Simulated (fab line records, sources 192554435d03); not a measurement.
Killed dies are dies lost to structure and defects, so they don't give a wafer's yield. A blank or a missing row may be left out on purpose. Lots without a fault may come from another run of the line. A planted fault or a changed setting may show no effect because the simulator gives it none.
fab line records | flow n5_finfet | part 1 of 2: steps 1 to 15 of 25
record lots=5 wafers=15 last_day=17
route steps=1938 shown BEOL_M5@1147
lots that met no fault: from a run of the same line without faults
start_h: hours from the record's first day to the start of the lot's first wafer shown | wait_h: hours since the lot's step before | " the same as in the row above | L1.1+2: a row that stands for several wafers | - no value, or no start given | * or withheld: withheld | < > ~ a bound
route shown NAME@n: a module of which the file shows steps, and the number in the route of the first | usual: mean/standard deviation of fault-free wafers | same: alike in all rows | chamber/n: place in a boat | sites: the reading at each site | _std_site: their standard deviation | _edge_site: outer sites' mean less inner sites' | radius_mm: how far each site lies from the wafer's centre | mask NAME#n: copy n | behind: the tool/chamber that last shaped the wafer | hold: why the lot was held/for how many hours/how that ended | device: the transistor (n, p or np) that didn't switch | end of line: the same wafers' tests at the end of the route | a step without rows: its recipe alone | killed: dies lost to structure and defects at the first sort, not the wafer's yield | map: a wafer's dies, x killed, . not, _ none there
set.NAME: the setting as run; set.NAME@STEP: as run at that earlier step | model.NAME: the simulator's own value behind a step, which no gauge read
lots at some steps of the route; a table a step, a row a wafer
services: from which hour (start_h, from the record's first day; less than 0 if before it) a tool's chamber was out of use, for how many hours, and why
## steps
# step N5_BEOL_M5_DEVELOP_27
# recipe develop_time_s=30 developer=TMAH resist=CAR-EUV rinse_liquid=surfactant_rinse dry=air_spin dev_temp_c=23
# columns lot.wafer tool chamber start_h wait_h
L077.1+2+4 litho_track-04 0 - -
L080.2+4+6 litho_track-03 0 - -
L092.3+4+5 litho_track-02 0 - -
L094.2+3+4 litho_track-03 0 - -
L096.1+4+6 litho_track-02 0 - -
# step N5_BEOL_M5_CD_MEAS_28
# recipe target_cd_nm=30.6 landing_energy_ev=500 detector=se_inlens target_cd_y_nm=20 polarity=opening
# usual cd_nm=30.64/0.24
# columns lot.wafer tool chamber start_h wait_h cd_nm
L077.1 cd_sem-03 0 194.89 - 30.83
L077.2 " 0 " " 30.24
L077.4 " 0 " " 30.72
L080.2 cd_sem-02 0 207.05 - 30.67
L080.4 " 0 " " 30.87
L080.6 " 0 " " 30.87
L092.3 cd_sem-02 0 289.31 - 30.43
L092.4 " 0 " " 30.23
L092.5 " 0 " " 30.60
L094.2 cd_sem-03 0 296.33 - 30.62
L094.3 " 0 " " 30.62
L094.4 " 0 " " 30.46
L096.1 cd_sem-01 0 312.87 - 30.41
L096.4 " 0 " " 30.62
L096.6 " 0 " " 30.48
# step N5_BEOL_M5_OVL_MEAS_29
# recipe points_per_wafer=522
# usual V4_OVL=0.0/0.89
# same points_per_wafer=522
# columns lot.wafer tool chamber start_h wait_h V4_OVL[nm]
L077.1 overlay-01 0 194.92 0.0 0.3
L077.2 " 0 " " -0.3
L077.4 " 0 " " 0.0
L080.2 overlay-01 0 207.08 0.0 -0.2
L080.4 " 0 " " -0.4
L080.6 " 0 " " 0.2
L092.3 overlay-01 0 289.35 0.0 1.7
L092.4 " 0 " " 0.5
L092.5 " 0 " " 2.5
L094.2 overlay-02 0 296.36 0.0 1.2
L094.3 " 0 " " -0.6
L094.4 " 0 " " 0.1
L096.1 overlay-02 0 312.90 0.0 -1.1
L096.4 " 0 " " -0.2
L096.6 " 0 " " -0.1
# step N5_BEOL_M5_INSPECT_30
# recipe mode=adi inspect_instrument=brightfield
# usual raw_defect_count=387/72
# columns lot.wafer tool chamber start_h wait_h raw_defect_count
L077.1 defect_inspect-01 - 194.98 0.1 303
L077.2 " - " " 347
L077.4 " - " " 295
L080.2 defect_inspect-02 - 207.14 0.0 413
L080.4 " - " " 385
L080.6 " - " " 431
L092.3 defect_inspect-01 - 289.40 0.0 316
L092.4 " - " " 394
L092.5 " - " " 416
L094.2 defect_inspect-02 - 296.42 0.0 431
L094.3 " - " " 419
L094.4 " - " " 483
L096.1 defect_inspect-02 - 312.96 0.1 389
L096.4 " - " " 312
L096.6 " - " " 415
# step N5_BEOL_M5_DESCUM_33
# recipe chemistry=O2 time_s=7 source_power_w=50 bias_power_w=20 pressure_mtorr=20 rf_frequency_hz=2.712e+07 temp_c=40 resist=CAR-EUV o2_flow_sccm=225
# usual chamber_pressure_mTorr=19.999/0.026 drypump_motor_current_A=5.7/0.44 oes_product_au=0.77/0.086 rf_vpp_V=243.5/1.3 showerhead_plenum_p_Torr=2.11/0.07 throttle_valve_pct=20.52/0.23
# columns lot.wafer tool chamber start_h wait_h chamber_pressure_mTorr drypump_motor_current_A oes_product_au rf_hours_counter_h rf_vpp_V showerhead_plenum_p_Torr throttle_valve_pct
L077.1 rie_diel-04 0 195.02 0.0 20.001 5.3 0.76 176 245.0 2.18 20.59
L077.2 " 1 " " 20.012 5.5 0.69 229 242.9 2.15 20.83
L077.4 " 2 " " 19.992 5.9 0.84 62 243.1 2.14 20.39
L080.2 rie_diel-06 1 207.35 0.2 20.001 5.6 0.77 135 240.6 1.91 20.15
L080.4 " 0 " " 20.000 5.6 0.73 200 245.8 2.16 20.64
L080.6 " 0 " " 20.000 5.6 0.73 - 243.9 2.16 20.65
L092.3 rie_diel-04 0 289.43 0.0 20.053 5.3 0.72 210 244.2 2.17 20.63
L092.4 " 2 " " 19.966 5.9 0.81 - 242.6 2.13 20.43
L092.5 " 0 " " 20.026 5.3 0.72 - 243.7 2.17 20.64
L094.2 rie_diel-06 0 296.45 0.0 19.985 5.6 0.71 227 244.7 2.15 20.68
L094.3 " 2 " " 20.008 4.8 0.86 49 245.1 2.20 20.23
L094.4 " 1 " " 19.997 5.5 0.76 162 241.7 1.90 20.19
L096.1 rie_diel-04 2 313.44 0.5 19.995 5.8 0.79 97 242.9 2.13 20.44
L096.4 " 3 " " 19.959 6.0 0.91 15 244.5 2.13 19.95
L096.6 " 1 " " 19.986 5.5 1.00 - 244.6 2.14 20.60
# step N5_BEOL_M5_ETCH_75
# recipe chemistry=N2/H2 target=underlayer target_depth_a=65 mask_material=CAR-EUV time_s=5.2 ion_energy_ev=200 pressure_mtorr=30 source_w=840 bias_w=150 n2_flow_sccm=200 h2_flow_sccm=200 ends=cleared
# usual chamber_pressure_mTorr=30.00/0.037 drypump_motor_current_A=5.7/0.44 etch_rf_on_time_s=5.21/0.14 oes_product_au=0.66/0.076 rf_vpp_V=524.6/2.6 showerhead_plenum_p_Torr=2.56/0.082 throttle_valve_pct=17.91/0.27
# columns lot.wafer tool chamber start_h wait_h chamber_pressure_mTorr drypump_motor_current_A etch_rf_on_time_s oes_product_au rf_hours_counter_h rf_vpp_V showerhead_plenum_p_Torr throttle_valve_pct
L077.1 rie_diel-04 0 195.05 0.0 30.04 5.4 5.16 0.64 176 524.1 2.62 17.84
L077.2 " 1 " " 29.98 5.4 5.07 0.61 229 525.0 2.62 18.50
L077.4 " 2 " " 30.02 5.9 5.35 0.72 62 521.7 2.56 17.53
L080.2 rie_diel-06 1 207.39 0.0 29.98 5.5 5.07 0.66 135 519.6 2.37 17.86
L080.4 " 0 " " 30.00 5.6 5.30 0.62 200 527.2 2.62 18.07
L080.6 " 0 " " 29.96 5.6 5.33 0.61 - 523.9 2.62 18.07
L092.3 rie_diel-04 0 289.47 0.0 29.99 5.3 5.16 0.61 210 526.0 2.61 17.88
L092.4 " 2 " " 29.93 5.9 5.33 0.68 - 523.7 2.55 17.59
L092.5 " 0 " " 30.02 5.3 5.20 0.61 - 527.1 2.61 17.90
L094.2 rie_diel-06 0 296.48 0.0 30.00 5.6 5.30 0.60 227 525.2 2.61 18.12
L094.3 " 2 " " 30.01 4.8 5.04 0.75 49 528.2 2.70 17.69
L094.4 " 1 " " 30.01 5.6 5.05 0.65 162 518.9 2.36 17.93
L096.1 rie_diel-04 2 313.48 0.0 29.97 5.9 5.37 0.67 97 524.0 2.55 17.60
L096.4 " 3 " " 29.99 6.1 5.27 0.76 15 524.8 2.59 17.40
L096.6 " 1 " " 29.97 5.5 4.92 0.87 - 525.8 2.61 18.17
# step N5_BEOL_M5_ETCH_67
# recipe chemistry=CF4 target=SiARC target_depth_a=156 mask_material=CAR-EUV time_s=26 ion_energy_ev=80 pressure_mtorr=40 source_w=545 bias_w=36 Ar_flow_sccm=100 cf4_flow_sccm=100 ends=cleared
# usual chamber_pressure_mTorr=40.00/0.036 drypump_motor_current_A=5.7/0.44 etch_rf_on_time_s=26.1/0.61 oes_product_au=0.66/0.077 rf_vpp_V=184.3/1.2 showerhead_plenum_p_Torr=2.16/0.068 throttle_valve_pct=15.70/0.21
# columns lot.wafer tool chamber start_h wait_h chamber_pressure_mTorr drypump_motor_current_A etch_rf_on_time_s oes_product_au rf_hours_counter_h rf_vpp_V showerhead_plenum_p_Torr throttle_valve_pct
L077.1 rie_diel-04 0 195.07 0.0 40.01 5.3 26.6 0.63 176 184.8 2.21 15.70
L077.2 " 1 " " 39.91 5.4 25.6 0.60 229 183.2 2.19 16.03
L077.4 " 2 " " 39.99 5.9 26.9 0.71 62 184.8 2.17 15.47
L080.2 rie_diel-06 1 207.41 0.0 40.00 5.5 25.6 0.66 135 181.0 1.99 15.49
L080.4 " 0 " " 39.99 5.6 26.3 0.61 200 185.8 2.20 15.81
L080.6 " 0 " " 40.00 5.6 26.2 0.62 - 186.3 2.20 15.86
L092.3 rie_diel-04 0 289.49 0.0 40.02 5.3 26.4 0.61 210 186.2 2.20 15.74
L092.4 " 2 " " 40.03 5.9 26.5 0.69 - 184.7 2.16 15.51
L092.5 " 0 " " 39.98 5.3 26.5 0.61 - 185.5 2.20 15.76
L094.2 rie_diel-06 0 296.50 0.0 39.96 5.6 26.6 0.59 227 184.8 2.19 15.87
L094.3 " 2 " " 39.92 4.8 25.3 0.74 49 185.2 2.26 15.51
L094.4 " 1 " " 39.98 5.6 25.7 0.65 162 181.1 1.98 15.56
L096.1 rie_diel-04 2 313.50 0.0 40.00 5.9 26.5 0.69 97 185.3 2.16 15.53
L096.4 " 3 " " 39.95 6.0 26.0 0.77 15 184.1 2.20 15.28
L096.6 " 1 " " 40.07 5.5 24.7 0.86 - 185.2 2.18 15.61
# step N5_BEOL_M5_ETCH_68
# recipe chemistry=N2/H2 target=SOC target_depth_a=800 overetch_a=160 mask_material=SiARC temp_c=40 time_s=120 ion_energy_ev=200 pressure_mtorr=30 source_w=840 bias_w=150 n2_flow_sccm=200 h2_flow_sccm=200
# usual chamber_pressure_mTorr=30.00/0.036 drypump_motor_current_A=5.7/0.44 oes_product_au=0.59/0.064 rf_vpp_V=524.6/2.5 showerhead_plenum_p_Torr=2.56/0.082 throttle_valve_pct=17.87/0.27
# columns lot.wafer tool chamber start_h wait_h chamber_pressure_mTorr drypump_motor_current_A oes_product_au rf_hours_counter_h rf_vpp_V showerhead_plenum_p_Torr throttle_valve_pct
L077.1 rie_diel-04 0 195.10 0.0 29.99 5.3 0.58 176 526.3 2.62 17.82
L077.2 " 1 " " 30.02 5.4 0.54 229 524.9 2.62 18.46
L077.4 " 2 " " 29.97 5.8 0.65 62 526.1 2.56 17.51
L080.2 rie_diel-06 1 207.43 0.0 30.00 5.5 0.58 135 518.8 2.37 17.84
L080.4 " 0 " " 30.02 5.6 0.55 201 527.2 2.62 18.02
L080.6 " 0 " " 29.96 5.7 0.55 - 526.3 2.62 18.04
L092.3 rie_diel-04 0 289.51 0.0 29.98 5.4 0.55 210 526.2 2.61 17.87
L092.4 " 2 " " 29.99 5.9 0.62 - 524.0 2.55 17.56
L092.5 " 0 " " 29.97 5.3 0.56 - 526.5 2.61 17.87
L094.2 rie_diel-06 0 296.53 0.0 29.97 5.7 0.55 227 525.1 2.61 18.06
L094.3 " 2 " " 29.72 4.8 0.65 49 527.1 2.70 17.65
L094.4 " 1 " " 30.03 5.5 0.57 162 518.3 2.35 17.89
L096.1 rie_diel-04 2 313.52 0.0 30.03 5.9 0.62 97 524.2 2.55 17.59
L096.4 " 3 " " 30.01 6.1 0.69 15 526.2 2.59 17.38
L096.6 " 1 " " 30.01 5.5 0.76 - 527.1 2.61 18.16
# step N5_BEOL_M5_STRIP_69
# recipe chemistry=N2/H2 temp_c=40 n2_flow_sccm=200 h2_flow_sccm=200 rf_frequency_hz=6e+07
# columns lot.wafer tool chamber start_h wait_h
L077.1+2+4 rie_diel-04 0,1,2 195.18 0.0
L080.2+4+6 rie_diel-06 1,0,0 207.51 0.0
L092.3+4+5 rie_diel-04 0,2,0 289.59 0.0
L094.2+3+4 rie_diel-06 0,2,1 296.61 0.0
L096.1+4+6 rie_diel-04 2,3,1 313.60 0.0
# step N5_BEOL_M5_STRIP_76
# recipe chemistry=N2/H2 temp_c=40 n2_flow_sccm=200 h2_flow_sccm=200 rf_frequency_hz=6e+07
# columns lot.wafer tool chamber start_h wait_h
L077.1+2+4 rie_diel-04 0,1,2 195.19 0.0
L080.2+4+6 rie_diel-06 1,0,0 207.52 0.0
L092.3+4+5 rie_diel-04 0,2,0 289.60 0.0
L094.2+3+4 rie_diel-06 0,2,1 296.62 0.0
L096.1+4+6 rie_diel-04 2,3,1 313.61 0.0
# step N5_BEOL_M5_VIA_ETCH_34
# recipe chemistry=C4F6/O2 target=SiCOH_lowk target_depth_a=883 mask_material=SOC taper_deg=4 time_s=39.2 ion_energy_ev=250 pressure_mtorr=30 source_w=345 bias_w=185 Ar_flow_sccm=300 C4F6_flow_sccm=10 O2_flow_sccm=10
# usual O2_flow_sccm=10.00/0.031 chamber_pressure_mTorr=29.999/0.027 drypump_motor_current_A=5.7/0.44 oes_product_au=0.77/0.089 rf_vpp_V=667/11 showerhead_plenum_p_Torr=2.87/0.095 throttle_valve_pct=20.95/0.22
# columns lot.wafer tool chamber start_h wait_h O2_flow_sccm chamber_pressure_mTorr drypump_motor_current_A oes_product_au rf_hours_counter_h rf_vpp_V showerhead_plenum_p_Torr throttle_valve_pct
L077.1 rie_diel-04 0 195.20 0.0 10.00 30.031 5.3 0.76 176 685 2.96 21.01
L077.2 " 1 " " 9.97 29.985 5.4 0.71 229 678 2.91 21.27
L077.4 " 2 " " 9.98 30.031 5.9 0.83 62 649 2.87 20.67
L080.2 rie_diel-06 1 207.53 0.0 9.96 30.018 5.5 0.76 135 672 2.63 20.68
L080.4 " 0 " " 10.00 29.974 5.6 0.72 201 660 2.93 21.05
L080.6 " 0 " " 10.00 30.020 5.6 0.72 - 662 2.93 21.05
L092.3 rie_diel-04 0 289.61 0.0 10.03 29.993 5.3 0.72 210 683 2.94 21.07
L092.4 " 2 " " 10.02 29.974 5.9 0.80 - 649 2.86 20.71
L092.5 " 0 " " 10.05 30.022 5.3 0.73 - 683 2.94 21.08
L094.2 rie_diel-06 0 296.63 0.0 9.98 30.034 5.6 0.70 227 661 2.91 21.09
L094.3 " 2 " " 9.96 29.987 4.8 0.86 49 665 3.00 20.73
L094.4 " 1 " " 9.99 29.959 5.5 0.75 162 671 2.62 20.71
L096.1 rie_diel-04 2 313.62 0.0 10.05 30.026 5.9 0.80 97 648 2.86 20.71
L096.4 " 3 " " 10.02 29.991 6.0 0.90 15 662 2.90 20.49
L096.6 " 1 " " 10.04 30.010 5.4 1.00 - 676 2.90 21.02
# step N5_BEOL_M5_STRIP_85
# recipe chemistry=C4F6/O2 resist=SiARC rf_frequency_hz=6e+07
# columns lot.wafer tool chamber start_h wait_h
L077.1+2+4 rie_diel-04 0,1,2 195.23 0.0
L080.2+4+6 rie_diel-06 1,0,0 207.57 0.0
L092.3+4+5 rie_diel-04 0,2,0 289.65 0.0
L094.2+3+4 rie_diel-06 0,2,1 296.67 0.0
L096.1+4+6 rie_diel-04 2,3,1 313.66 0.0
# step N5_BEOL_M5_STRIP_36
# recipe chemistry=N2/H2 power_w=450 temp_c=40 pressure_mtorr=20 rf_frequency_hz=6e+07 overash_fraction=0.3 bias_power_w=7 h2_frac=0.5 n2_flow_sccm=200 h2_flow_sccm=200
# usual chamber_pressure_mTorr=20.00/0.039 drypump_motor_current_A=5.7/0.45 oes_product_au=0.77/0.087 rf_vpp_V=59.3/1.5 showerhead_plenum_p_Torr=2.56/0.082 throttle_valve_pct=23.7/0.34
# columns lot.wafer tool chamber start_h wait_h chamber_pressure_mTorr drypump_motor_current_A oes_product_au rf_hours_counter_h rf_vpp_V showerhead_plenum_p_Torr throttle_valve_pct
L077.1 rie_diel-04 0 195.24 0.0 20.02 5.3 0.76 176 60.1 2.62 23.6
L077.2 " 1 " " 19.97 5.5 0.70 229 61.4 2.62 24.5
L077.4 " 2 " " 20.02 5.9 0.85 62 60.5 2.56 23.2
L080.2 rie_diel-06 1 207.58 0.0 19.98 5.5 0.79 135 61.0 2.36 23.8
L080.4 " 0 " " 20.00 5.6 0.73 201 63.0 2.61 23.8
L080.6 " 0 " " 20.00 5.6 0.71 - 58.9 2.61 23.8
L092.3 rie_diel-04 0 289.66 0.0 19.99 5.3 0.73 210 58.6 2.60 23.6
L092.4 " 2 " " 20.00 5.9 0.80 - 59.8 2.55 23.3
L092.5 " 0 " " 19.97 5.3 0.73 - 58.7 2.61 23.6
L094.2 rie_diel-06 0 296.68 0.0 20.01 5.6 0.69 227 58.6 2.60 23.8
L094.3 " 2 " " 20.00 4.8 0.85 49 59.1 2.69 23.4
L094.4 " 1 " " 20.02 5.5 0.75 162 57.1 2.35 23.8
L096.1 rie_diel-04 2 313.67 0.0 20.05 5.9 0.79 97 56.7 2.54 23.3
L096.4 " 3 " " 20.01 6.1 0.90 15 60.9 2.59 23.1
L096.6 " 1 " " 20.04 5.4 1.00 - 59.2 2.61 24.4
# step N5_BEOL_M5_TRENCH_ETCH_37
# recipe chemistry=C4F6/O2 target_depth_a=716.52 target=SiCOH_lowk time_s=24.7 ion_energy_ev=250 pressure_mtorr=30 source_w=345 bias_w=185 Ar_flow_sccm=300 C4F6_flow_sccm=10 O2_flow_sccm=10
# usual O2_flow_sccm=10.00/0.031 chamber_pressure_mTorr=30.002/0.028 drypump_motor_current_A=5.7/0.44 oes_product_au=0.77/0.087 rf_vpp_V=667/11 showerhead_plenum_p_Torr=2.87/0.095 throttle_valve_pct=20.98/0.22
# columns lot.wafer tool chamber start_h wait_h O2_flow_sccm chamber_pressure_mTorr drypump_motor_current_A oes_product_au rf_hours_counter_h rf_vpp_V showerhead_plenum_p_Torr throttle_valve_pct
L077.1 rie_diel-04 0 - - 9.99 30.026 5.3 0.74 176 682 2.96 21.06
L077.2 " 1 " " 10.05 29.992 5.5 0.70 229 678 2.91 21.28
L077.4 " 2 " " 10.00 30.009 5.9 0.83 62 649 2.87 20.69
L080.2 rie_diel-06 1 - - 10.01 30.018 5.5 0.77 135 672 2.63 20.74
L080.4 " 0 " " 9.95 30.049 5.6 0.73 201 661 2.93 21.09
L080.6 " 0 " " 9.95 30.004 5.6 0.73 - 661 2.93 21.10
L092.3 rie_diel-04 0 - - 10.05 29.997 5.4 0.72 210 683 2.94 21.11
L092.4 " 2 " " 9.96 30.017 5.9 0.80 - 648 2.86 20.74
L092.5 " 0 " " 10.03 29.993 5.3 0.71 - 682 2.94 21.12
L094.2 rie_diel-06 0 - - 10.01 30.018 5.6 0.70 227 660 2.91 21.14
L094.3 " 2 " " 9.96 30.000 4.8 0.86 49 665 3.00 20.77
L094.4 " 1 " " 10.08 30.024 5.5 0.75 162 671 2.62 20.75
L096.1 rie_diel-04 2 - - 9.98 29.995 5.9 0.79 97 650 2.86 20.76
L096.4 " 3 " " 10.06 29.986 6.0 0.89 15 663 2.90 20.54
L096.6 " 1 " " 9.97 30.002 5.4 0.99 - 676 2.90 21.05
# step N5_BEOL_M5_ETCH_41
# recipe chemistry=CH3F/O2 target=SiCN target_depth_a=315 taper_deg=2 time_s=56.7 ion_energy_ev=120 mask_material=TiN pressure_mtorr=30 source_w=395 bias_w=75 Ar_flow_sccm=150 CH3F_flow_sccm=30 O2_flow_sccm=20
# usual O2_flow_sccm=20.00/0.055 chamber_pressure_mTorr=30.00/0.033 drypump_motor_current_A=5.7/0.44 oes_product_au=0.77/0.088 rf_vpp_V=297.9/1.6 showerhead_plenum_p_Torr=2.02/0.069 throttle_valve_pct=16.40/0.22
# columns lot.wafer tool chamber start_h wait_h O2_flow_sccm chamber_pressure_mTorr drypump_motor_current_A oes_product_au rf_hours_counter_h rf_vpp_V showerhead_plenum_p_Torr throttle_valve_pct
L077.1 rie_diel-04 0 - - 20.07 30.06 5.3 0.75 176 298.9 2.08 16.45
L077.2 " 1 " " 19.92 29.96 5.5 0.70 229 300.0 2.05 16.73
L077.4 " 2 " " 20.06 29.98 5.9 0.83 62 298.0 2.03 16.13
L080.2 rie_diel-06 1 - - 19.99 29.97 5.5 0.78 135 294.3 1.84 16.16
L080.4 " 0 " " 20.04 30.00 5.6 0.73 201 297.6 2.06 16.55
L080.6 " 0 " " 20.07 30.00 5.6 0.72 - 300.2 2.06 16.53
L092.3 rie_diel-04 0 - - 19.96 30.00 5.3 0.72 210 298.8 2.07 16.50
L092.4 " 2 " " 20.00 30.00 5.9 0.80 - 298.9 2.02 16.19
L092.5 " 0 " " 19.98 30.01 5.3 0.71 - 299.4 2.07 16.52
L094.2 rie_diel-06 0 - - 19.94 30.01 5.6 0.69 227 299.0 2.05 16.58
L094.3 " 2 " " 19.96 29.97 4.8 0.85 49 300.2 2.11 16.15
L094.4 " 1 " " 20.08 30.01 5.5 0.74 162 294.5 1.83 16.20
L096.1 rie_diel-04 2 - - 19.95 29.93 5.9 0.79 97 297.6 2.01 16.21
L096.4 " 3 " " 19.84 29.97 6.0 0.90 15 298.4 2.04 15.92
L096.6 " 1 " " 20.03 29.98 5.5 0.99 - 299.1 2.04 16.34
